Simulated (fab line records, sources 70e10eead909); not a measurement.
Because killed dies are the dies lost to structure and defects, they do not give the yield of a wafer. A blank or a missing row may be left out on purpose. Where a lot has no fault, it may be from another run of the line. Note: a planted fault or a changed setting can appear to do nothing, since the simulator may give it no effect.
A struck lot beside a sound one ; flow nand harc ; 14 steps out of a route of 1159
Sound: the wafers L136.2, L136.3, L136.5. Wafers struck: L149.1, L149.3, L149.6. At the end, the cause is stated.
Per side, at each step with rows, come the tool, then ch with its chambers, and then its first start. Under that, the readings that differ: sound wafers ; struck wafers ; difference of the means ; sigmas: that difference in standard deviations of wafers without a fault.
alike: readings with means less than 2 such deviations apart, plus words and numbers identical on both sides. not compared: withheld readings, readings lacking a value on some wafer, bounds such as >300 that could conceal the same value, and numbers that have no deviation in the record and whose values overlap.
Wherever a step has rows on one side only, a row that says differs or no value, or a row with sigmas, the two part there. Numbers that have no deviation but don't overlap get no sigmas and don't part them. Lack of a reading on every wafer of one side parts them only where that side has two or more wafers.

NHARC_A_SLIT_ETCH_26: etches the open film in C4F8/O2/Ar, time 90 s, target depth 400 nm.
  sound on har etch-02 ch 1, day 15 16:25; struck on har etch-02 ch 0,1, day 19 04:04
  alike: drypump motor current A, showerhead plenum p Torr, throttle valve pct
  not compared: rf hours counter h
then, 1 step without rows for these wafers: NHARC_A_SLIT_STRIP_28 (strips in O2/COS).
NHARC_A_SLIT_ETCH_29: etches the open film in CF4/O2, target depth 100 nm, overetch 10 nm, time 55 s.
  sound on rie diel-03 ch 0,2,3, day 15 17:00; struck on rie diel-07 ch 0,1,2, day 19 04:40
  alike: drypump motor current A, oes_f_703_au, oes product au, rf vpp V, showerhead plenum p Torr, throttle valve pct
  not compared: rf hours counter h
NHARC_A_SLIT_STRIP_18: strips in O2.
  sound on rie diel-03 ch 0,1,2; struck on rie diel-07 ch 0,1,3
  alike: drypump motor current A, oes product au, rf vpp V, showerhead plenum p Torr, throttle valve pct
  not compared: rf hours counter h
then, 2 steps without rows for these wafers: NHARC_A_SLIT_PRECLEAN_19 (cleans in SC1); NHARC_A_SLIT_SRD_20.
NHARC_A_SLIT_CD_MEAS_21:
  struck on cd sem-02, day 19 05:13; sound on cd sem-02, day 15 17:32
  alike: cd nm
then, 3 steps without rows for these wafers: NHARC_A_SIN_REMOVE_WET_00 (chemistry H3PO4, time 15300 s); NHARC_A_SIN_REMOVE_PRECLEAN_01 (cleans in SC1); NHARC_A_SIN_REMOVE_SRD_02.
NHARC_A_SIN_REMOVE_INSPECT_04:
  struck on defect inspect-01, day 19 12:56; sound on defect inspect-02, day 16 01:12
  alike: raw defect count
NHARC_A_WL_FILL_ALD_00: deposits Al2O3, target thk 3 nm, pulse time 3 s, ald cycles 30.
  sound on ald hk-02 ch 1,2,3, day 16 01:16; struck on ald hk-02 ch 1,3, day 19 12:59
reading;sound;struck;difference;sigmas
ald cycles;30 30 30;33 33 33;+3;
precursor pulse height rel;0.989 1.039 1.021;0.997 0.940 0.998;-0.038;-2
  alike: heater power w
NHARC_A_WL_FILL_RTA_01: time 5 s.
  sound on rtp anneal-01 ch 0, day 16 01:33; struck on rtp anneal-02 ch 0, day 19 13:16
reading;sound;struck;difference;sigmas
lamp power pct (%);28.54 28.55 28.58;27.97 27.96 28.05;-0.56;-2
  alike: anneal temp c max, lamp_zone_7_pct, wafer_temp_C_max
NHARC_END_SORT_01:
  the record has rows for the sound wafers here (prober-02 ch 0, day 20 19:23) and none for the struck ones

## WHERE THEY PART
Earliest at NHARC_A_WL_FILL_ALD_00; latest, in this record, at NHARC_END_SORT_01.

WHY: whatever the simulator had introduced
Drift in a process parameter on ald hk-02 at NHARC_A_WL_FILL_ALD_00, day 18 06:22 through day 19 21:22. Setting ald cycles shifted by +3 from 30. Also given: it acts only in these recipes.
